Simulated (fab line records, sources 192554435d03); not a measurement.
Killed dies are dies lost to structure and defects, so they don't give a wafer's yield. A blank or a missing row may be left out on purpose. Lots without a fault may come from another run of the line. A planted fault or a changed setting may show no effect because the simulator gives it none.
Chamber matching | flow n5_finfet | N5_BEOL_M0_SAQP_DESCUM_45 on rie_diel-06: 4 sister chambers
The step chemistry O2, time 7 s. 4 wafers are shown with their chamber, then 9 later ones without.

WAFERS WITH THEIR CHAMBER
wafer  | chamber | showerhead_plenum_p_Torr (Torr)
L083.4 | 2       | 2.11
L084.6 | 0       | 2.19
L085.1 | 1       | 2.05
L085.6 | 3       | 1.98

WAFERS WITHOUT THEIR CHAMBER
wafer  | showerhead_plenum_p_Torr (Torr)
L089.1 | 2.11
L089.2 | 2.19
L089.3 | 1.97
L093.1 | 2.18
L093.4 | 1.97
L093.5 | 2.11
L095.4 | 2.05
L095.5 | 2.05
L095.6 | 2.11

WHICH CHAMBER EACH WENT THROUGH
wafer  | from the rows above | in truth
L089.1 | 2                   | 2
L089.2 | 0                   | 0
L089.3 | 3                   | 3
L093.1 | 0                   | 0
L093.4 | 3                   | 3
L093.5 | 2                   | 2
L095.4 | 1                   | 1
L095.5 | 1                   | 1
L095.6 | 2                   | 2
Placed correctly: 9 of 9. Can't be placed from these rows: 0. Placed wrongly: 0.
How it was worked out, from the rows above alone: a wafer's distance from a chamber is the root of the sum, over the readings, of the square of ((its reading less the chamber's mean) divided by the reading's scatter). The wafer belongs to the nearest chamber; if the next one is less than 2 further off, it can't be placed. A chamber's mean is the mean of its shown wafers. The scatter: with one shown wafer a chamber, the root of the mean of the squares of how far each hidden wafer lies from its nearest shown one.
